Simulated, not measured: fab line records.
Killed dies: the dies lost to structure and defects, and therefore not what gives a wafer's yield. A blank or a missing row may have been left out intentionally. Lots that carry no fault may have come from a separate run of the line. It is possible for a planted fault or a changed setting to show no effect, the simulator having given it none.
fab line records    flow nand-harc
[record] lots = 12  wafers = 36  last-day = 33
route steps=1302 shown P_BONDPAD@351 END@1302
lots that met no fault: from a run of the same line without faults
start-h: hours from the record's first day to the start of the lot's first wafer shown    wait-h: how many hours have passed since the lot's step before this one    " repeats the value in the row above    L1.1+2: a single row standing in for several wafers    - no value present, or no start provided    * or withheld: withheld    < > ~ a bound
route shown NAME@n: a module of which the file shows steps, and the number in the route of the first    usual: mean and standard deviation over wafers with no fault    same: alike in all rows    chamber/n: place in a boat    sites: per-site readings    _std_site: the values' standard deviation    _edge_site: mean of outer sites minus mean of inner sites    radius-mm: for every site, how far away it sits from the centre of the wafer    mask NAME#n: copy n    behind: the tool/chamber that last shaped the wafer    hold: why the lot went on hold/how many hours it stayed there/how the hold came to an end    device: whichever transistor did not switch (one of n, p or np)    end of line: tests run on the same wafers once the route is complete    where a step has no rows: the recipe by itself    killed: dies that structure and defects cost at the first sort, which is not the same as the wafer's yield    map: per-die view of a wafer (x killed, . not killed, _ where there is no die)
set.NAME: the run value of the setting; set.NAME@STEP: its run value at that earlier step    model.NAME: the simulator's own value behind a step, which no gauge read
steps of the route over a sample of lots; a table a step, a row a wafer
services: a tool's chamber out of use, with start hour (start-h, from the record's first day; less than 0 if before it), hours out, and reason
[[steps]]
[step NHARC_P_BONDPAD_DEP_00]
[recipe] target-thk-a = 2500  temp-c = 370  target-thk-nm = 250  pressure-torr = 3  flow-sccm = 200  rf-w = 450  material = SiCN
[usual] heater-power-w = 565/79  rf-fwd-power-W = 449.0/1.4
lot.wafer  tool      chamber  start-h  wait-h  heater-power-w  rf-fwd-power-W  since-wet-clean-h
L654.2     pecvd-03  1        142.62   -       483             448.4           126
L654.3     "         1        "        "       489             450.2           -
L654.5     "         1        "        "       500             448.7           -
L655.1     pecvd-01  0        150.47   -       600             446.7           7
L655.5     "         0        "        "       607             449.0           -
L655.6     "         1        "        "       596             450.1           -
L656.1     pecvd-01  2        175.47   -       572             447.9           32
L656.5     "         1        "        "       515             451.7           -
L656.6     "         2        "        "       608             447.8           -
L661.1     pecvd-01  1        217.51   -       523             448.4           74
L661.4     "         0        "        "       684             448.9           -
L661.5     "         1        "        "       543             449.7           -
L663.2     pecvd-01  1        233.22   0.5     533             448.1           90
L663.3     "         2        "        "       581             451.1           90
L663.4     "         1        "        "       558             451.1           -
L667.1     pecvd-03  2        282.64   -       648             448.5           85
L667.3     "         1        "        "       521             448.0           85
L667.4     "         2        "        "       664             449.9           -
L670.1     pecvd-03  2        309.96   -       696             450.3           112
L670.3     "         1        "        "       483             450.1           112
L670.5     "         1        "        "       477             448.7           -
L671.1     pecvd-04  0        313.76   -       589             448.5           32
L671.2     "         2        "        "       377             448.9           32
L671.4     "         2        "        "       383             450.7           -
L672.3     pecvd-03  2        320.42   -       662             449.6           122
L672.1     "         0        "        "       548             448.4           123
L672.5     "         1        "        "       416             447.6           -
L674.3     pecvd-04  1        341.82   0.3     503             447.7           60
L674.1     "         2        "        "       413             449.4           60
L674.4     "         0        "        "       607             451.0           -
L675.3     pecvd-03  2        354.01   -       654             447.2           156
L675.2     "         0        "        "       557             449.6           156
L675.1     "         1        "        "       492             450.0           156
L676.1     pecvd-01  1        359.63   -       599             449.6           35
L676.5     "         0        "        "       550             446.9           -
L676.6     "         1        "        "       626             449.4           -
[step NHARC_P_BONDPAD_OVL_MEAS_38]
[usual] overlay-x-nm = 2/4.3  overlay-y-nm = -2/6.2
lot.wafer  tool        chamber  start-h  wait-h  overlay-x-nm  overlay-y-nm
L654.2     overlay-01  -        143.87   -       -1            3
L654.3     "           -        "        "       -1            3
L654.5     "           -        "        "       -1            3
L655.1     overlay-02  -        151.73   -       6             -6
L655.5     "           -        "        "       6             -6
L655.6     "           -        "        "       6             -6
L656.1     overlay-02  -        176.70   -       4             0
L656.5     "           -        "        "       4             0
L656.6     "           -        "        "       4             0
L661.1     overlay-02  -        218.65   -       5             -11
L661.4     "           -        "        "       4             -11
L661.5     "           -        "        "       5             -11
L663.2     overlay-02  -        234.49   -       5             2
L663.3     "           -        "        "       5             2
L663.4     "           -        "        "       5             2
L667.1     overlay-01  -        283.96   -       7             4
L667.3     "           -        "        "       6             4
L667.4     "           -        "        "       7             4
L670.1     overlay-01  -        311.29   -       2             -3
L670.3     "           -        "        "       2             -3
L670.5     "           -        "        "       2             -4
L671.1     overlay-02  -        315.07   -       1             2
L671.2     "           -        "        "       1             2
L671.4     "           -        "        "       1             1
L672.1     overlay-02  -        321.73   -       1             12
L672.3     "           -        "        "       1             13
L672.5     "           -        "        "       1             12
L674.1     overlay-02  -        343.16   -       10            -6
L674.3     "           -        "        "       10            -6
L674.4     "           -        "        "       10            -6
L675.1     overlay-01  -        355.21   -       -1            -2
L675.2     "           -        "        "       -1            -2
L675.3     "           -        "        "       0             -2
L676.1     overlay-02  -        360.86   -       0             -15
L676.5     "           -        "        "       -1            -14
L676.6     "           -        "        "       0             -14
[step NHARC_P_BONDPAD_PVD_27]
[recipe] target-thk-a = 300  chamber-pressure-pa = 5  power-w = 5000  substrate-temp-c = 30  time-s = 20.49  material = Cu
[usual] throttle-valve-pct = 30.4/1.2
lot.wafer  tool            chamber  start-h  wait-h  throttle-valve-pct
L654.2     pvd-sputter-01  -        -        -       32.1
L654.3     "               -        "        "       30.1
L654.5     "               -        "        "       30.8
L655.1     pvd-sputter-03  -        -        -       32.1
L655.6     "               -        "        "       29.5
L655.5     "               -        "        "       32.2
L656.1     pvd-sputter-01  -        -        -       32.6
L656.5     "               -        "        "       30.8
L656.6     "               -        "        "       32.3
L661.1     pvd-sputter-01  -        -        -       31.7
L661.4     "               -        "        "       30.2
L661.5     "               -        "        "       32.1
L663.4     pvd-sputter-03  -        -        -       29.2
L663.3     "               -        "        "       28.2
L663.2     "               -        "        "       30.6
L667.1     pvd-sputter-01  -        -        -       31.3
L667.3     "               -        "        "       30.8
L667.4     "               -        "        "       31.0
L670.1     pvd-sputter-03  -        -        -       29.2
L670.3     "               -        "        "       32.9
L670.5     "               -        "        "       29.4
L671.1     pvd-sputter-02  -        -        -       30.8
L671.4     "               -        "        "       28.9
L671.2     "               -        "        "       30.1
L672.3     pvd-sputter-01  -        -        -       31.3
L672.1     "               -        "        "       31.0
L672.5     "               -        "        "       31.1
L674.4     pvd-sputter-02  -        -        -       29.1
L674.1     "               -        "        "       30.0
L674.3     "               -        "        "       30.7
L675.3     pvd-sputter-02  -        -        -       30.3
L675.2     "               -        "        "       31.0
L675.1     "               -        "        "       29.3
L676.1     pvd-sputter-01  -        -        -       30.6
L676.6     "               -        "        "       30.3
L676.5     "               -        "        "       31.1
[step NHARC_P_BONDPAD_CMP_19]
[recipe] t-overpolish-s = 30  cu-recess-touch-s = 16  target-thk-nm = 160.81
[usual] motor-current-A = 11.8/1.2  overpolish-run-s = 30.000/0.0098
[same] t-overpolish-s = 30
lot.wafer  tool    chamber  start-h  wait-h  motor-current-A  overpolish-run-s
L654.3     cmp-04  2        146.01   -       12.8             29.999
L654.2     "       3        "        "       10.8             30.012
L654.5     "       3        "        "       10.9             29.989
L655.1     cmp-04  3        154.01   -       11.0             29.989
L655.5     "       0        "        "       11.8             29.998
L655.6     "       1        "        "       12.8             29.977
L656.1     cmp-02  2        178.91   -       12.5             30.002
L656.5     "       0        "        "       9.9              30.002
L656.6     "       1        "        "       13.2             30.009
L661.4     cmp-02  3        220.87   -       9.5              29.996
L661.1     "       0        "        "       9.6              30.025
L661.5     "       3        "        "       10.2             29.999
L663.3     cmp-02  1        236.66   -       13.8             30.002
L663.2     "       2        "        "       12.1             30.009
L663.4     "       3        "        "       10.4             30.005
L667.1     cmp-04  0        286.10   -       11.5             29.994
L667.3     "       1        "        "       12.3             29.972
L667.4     "       3        "        "       10.9             30.008
L670.1     cmp-02  3        313.53   -       10.5             30.000
L670.3     "       2        "        "       12.4             30.003
L670.5     "       0        "        "       9.6              29.985
L671.4     cmp-01  0        317.31   -       11.8             30.003
L671.1     "       2        "        "       12.8             30.004
L671.2     "       3        "        "       11.0             30.006
L672.3     cmp-02  1        323.87   -       13.4             30.002
L672.1     "       2        "        "       11.1             30.008
L672.5     "       1        "        "       13.6             29.979
L674.4     cmp-04  2        345.33   -       13.0             29.997
L674.3     "       3        "        "       11.2             29.995
L674.1     "       0        "        "       11.5             30.002
L675.3     cmp-04  3        357.40   -       10.5             30.013
L675.2     "       1        "        "       12.5             29.997
L675.1     "       2        "        "       12.4             29.992
L676.1     cmp-02  2        363.17   -       11.5             29.997
L676.5     "       1        "        "       13.5             29.999
L676.6     "       2        "        "       11.8             30.001
[step NHARC_P_BONDPAD_ACTIVATE_29]
[recipe] time-s = 60  n2-flow-sccm = 200  ar-flow-sccm = 0  bias-power-w = 0  chemistry = N2
[usual] drypump-motor-current-A = 5.6/0.36  oes-product-au = 1.006/0.013  rf-vpp-V = 64.0/0.91  showerhead-plenum-p-Torr = 1.74/0.065
lot.wafer  tool         chamber  start-h  wait-h  hold                      drypump-motor-current-A  oes-product-au  rf-hours-counter-h  rf-vpp-V  showerhead-plenum-p-Torr
L654.2     rie-diel-04  3        146.60   0.1     -                         4.9                      1.019           6.2                 64.8      1.76
L654.3     "            2        "        "       -                         5.0                      1.005           6.8                 63.4      1.82
L654.5     "            0        "        "       -                         6.0                      1.006           -                   64.6      1.73
L655.1     rie-diel-04  1        154.55   0.1     -                         5.8                      1.016           7.3                 62.6      1.74
L655.5     "            0        "        "       -                         6.0                      1.025           -                   63.2      1.73
L655.6     "            1        "        "       -                         5.8                      1.014           -                   65.1      1.74
L656.1     rie-diel-06  0        179.46   0.1     -                         5.4                      1.012           2.8                 65.7      1.78
L656.5     "            2        "        "       -                         5.7                      0.992           -                   63.4      1.66
L656.6     "            3        "        "       -                         6.2                      0.997           -                   63.3      1.73
L661.1     rie-diel-05  2        224.15   2.6     await-dispo/2.5h/release  5.7                      1.030           3.7                 64.2      1.65
L661.5     "            2        "        "       await-dispo/2.5h/release  5.7                      1.020           -                   63.3      1.65
L661.4     "            1        "        "       await-dispo/2.5h/release  5.6                      1.016           -                   64.2      1.75
L663.4     rie-diel-04  1        245.91   8.6     await-dispo/8.5h/release  5.8                      1.023           3.4                 62.7      1.74
L663.2     "            3        "        "       await-dispo/8.5h/release  4.9                      1.024           3.3                 65.5      1.76
L663.3     "            0        "        "       await-dispo/8.5h/release  6.0                      1.012           3.5                 64.0      1.72
L667.1     rie-diel-04  1        286.70   0.1     -                         5.8                      1.018           6.3                 65.2      1.74
L667.4     "            2        "        "       -                         5.0                      0.977           6.2                 64.1      1.82
L667.3     "            3        "        "       -                         4.9                      1.006           5.6                 64.7      1.75
L670.3     rie-diel-05  0        314.12   0.1     -                         5.5                      1.005           1.9                 62.8      1.69
L670.1     "            2        "        "       -                         5.7                      0.995           1.9                 63.4      1.65
L670.5     "            0        "        "       -                         5.5                      1.008           -                   62.8      1.69
L671.1     rie-diel-04  3        317.90   0.1     -                         4.9                      0.996           7.4                 64.1      1.75
L671.2     "            0        "        "       -                         6.0                      1.017           7.4                 63.1      1.72
L671.4     "            1        "        "       -                         5.7                      1.010           -                   63.0      1.74
L672.1     rie-diel-06  1        324.48   0.1     -                         5.8                      0.995           0.1                 64.9      1.90
L672.3     "            2        "        "       -                         5.8                      0.988           0.1                 62.6      1.66
L672.5     "            2        "        "       -                         5.8                      0.988           -                   62.1      1.66
L674.4     rie-diel-05  0        345.89   0.1     -                         5.5                      0.998           2.9                 62.3      1.69
L674.3     "            1        "        "       -                         5.6                      1.008           3.0                 64.0      1.75
L674.1     "            2        "        "       -                         5.7                      0.999           3.0                 64.8      1.65
L675.2     rie-diel-06  3        358.01   0.1     -                         6.2                      0.981           1.0                 63.9      1.72
L675.1     "            0        "        "       -                         5.4                      1.012           1.5                 64.8      1.78
L675.3     "            2        "        "       -                         5.8                      0.987           1.1                 64.8      1.66
L676.1     rie-diel-05  1        363.78   0.1     -                         5.6                      1.006           3.5                 63.1      1.75
L676.5     "            0        "        "       -                         5.5                      1.009           -                   64.0      1.69
L676.6     "            1        "        "       -                         5.5                      1.017           -                   64.0      1.75
[step NHARC_END_SORT_01]
[recipe] temp-c = 25
[usual] defect-limited-yield = 91/3.1  killed-at-array = 59/21  killed-at-other = 1.0/1.1  killed-at-periphery = 4.0/2.6  killed-dies = 64/21  killed-open = 3.2/1.7  killed-short = 2.5/1.5
[same] gross-dies = 677
lot.wafer  tool       chamber  start-h  wait-h  defect-limited-yield[%]  killed-at-array  killed-at-other  killed-at-periphery  killed-dies  killed-open  killed-short
L661.1     prober-02  0        655.11   2.5     76                       54               2                105                  161          1            2
L661.4     prober-02  0        657.51   3.4     80                       49               4                80                   133          4            3
L661.5     prober-02  0        658.31   3.7     77                       53               2                104                  159          2            2
L663.2     prober-02  0        667.18   2.8     72                       86               0                106                  192          3            4
L663.3     prober-02  0        667.98   3.1     71                       95               0                101                  196          0            4
L663.4     prober-02  0        668.78   3.4     71                       88               0                110                  198          0            2
// killed by level:class
L661.1 P_BONDPAD:unspecified=102 A_SLIT:chamber-film-flake=20 A_CHANNEL_HOLE_D2:chamber-film-flake=13 A_CHANNEL_HOLE_D1:chamber-film-flake=7 A_CONTACT:chamber-film-flake=6 THIN_TSV:chamber-film-flake=2 A_WL_FILL:chamber-film-flake=2 P_M0:geometric-particle:short=1
L661.4 P_BONDPAD:unspecified=78 A_SLIT:chamber-film-flake=23 A_CHANNEL_HOLE_D2:chamber-film-flake=12 THIN_TSV:chamber-film-flake=4 A_CONTACT:chamber-film-flake=3 A_CHANNEL_HOLE_D1:chamber-film-flake=2 A_STAIRCASE:chamber-film-flake=2 P_GATE:geometric-particle:open=1
L661.5 P_BONDPAD:unspecified=102 A_SLIT:chamber-film-flake=31 A_CHANNEL_HOLE_D2:chamber-film-flake=8 A_CONTACT:chamber-film-flake=5 THIN_TSV:chamber-film-flake=2 A_STAIRCASE:chamber-film-flake=2 P_GATE:geometric-particle:open=1 A_ONON_D1:geometric-particle:open=1
L663.2 P_BONDPAD:unspecified=103 A_CHANNEL_HOLE_D1:chamber-film-flake=34 A_SLIT:chamber-film-flake=30 A_CHANNEL_HOLE_D2:chamber-film-flake=6 A_CONTACT:chamber-film-flake=5 A_WL_FILL:chamber-film-flake=3 A_ONON_D2:geometric-particle:short=2 A_STAIRCASE:chamber-film-flake=2
L663.3 P_BONDPAD:unspecified=100 A_CHANNEL_HOLE_D1:chamber-film-flake=40 A_SLIT:chamber-film-flake=28 A_CHANNEL_HOLE_D2:chamber-film-flake=14 A_CONTACT:chamber-film-flake=5 A_ONON_D2:geometric-particle:short=1 A_CHANNEL_FILL_D2:geometric-particle:short=1 A_WL_FILL:geometric-particle:short=1
L663.4 P_BONDPAD:unspecified=109 A_SLIT:chamber-film-flake=34 A_CHANNEL_HOLE_D1:chamber-film-flake=29 A_CHANNEL_HOLE_D2:chamber-film-flake=13 A_CONTACT:chamber-film-flake=6 A_CHANNEL_FILL_D1:chamber-film-flake=2 A_CHANNEL_FILL_D1:geometric-particle:short=1 A_WL_FILL:geometric-particle:short=1
[[services]]
tool            chamber  start-h  hours  kind
pvd-sputter-01  -        128.80   3.5    repair
pecvd-01        -        130.20   13.0   pm
cmp-04          -        134.02   1.5    repair
cmp-02          -        134.50   4.0    pm
cmp-04          -        138.64   1.6    repair
pecvd-03        2        140.18   5.1    repair
cmp-04          -        143.41   1.1    repair
pecvd-01        2        154.53   7.0    repair
cmp-04          -        161.02   1.1    repair
cmp-02          -        174.41   0.9    repair
rie-diel-04     -        177.90   9.0    pm
pecvd-03        -        185.00   13.0   pm
pecvd-01        1        191.63   22.7   repair
cmp-04          -        209.12   4.0    pm
pecvd-01        -        213.82   0.9    repair
pvd-sputter-01  -        226.01   10.0   pm
cmp-02          -        232.50   4.0    pm
cmp-02          -        263.58   5.7    repair
cmp-02          -        279.24   1.3    repair
pvd-sputter-01  -        309.76   10.0   repair
cmp-02          -        318.46   3.8    repair
cmp-02          -        330.50   4.0    pm
pvd-sputter-01  -        338.50   2.5    repair
cmp-02          -        359.17   0.8    repair
[[key]]
[first-sign] step = NHARC_END_SORT_01  reading = killed-at-periphery  direction = up  sigmas = 38  usual = 4.0  struck = 101
[effect] step = NHARC_END_SORT_01  reading = defect-limited-yield  direction = down  sigmas = 5.1  usual = 91  struck = 74
[more-kills-born-at] NHARC_P_BONDPAD_DEP_00@pecvd-01 = 594
met-at NHARC_P_BONDPAD_DEP_00
struck-lots L661,L663
not-acting-at NHARC_P_BONDPAD_OVL_MEAS_38,NHARC_P_BONDPAD_PVD_27,NHARC_P_BONDPAD_CMP_19
onset-between 175.47 217.51
[fault] kind = chamber-particle-source  tool = pecvd-01  chamber = -  onset-h = 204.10  steps = NHARC_P_BONDPAD_DEP_00  rate-per-visit-cm2 = 2.116  end-h = 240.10
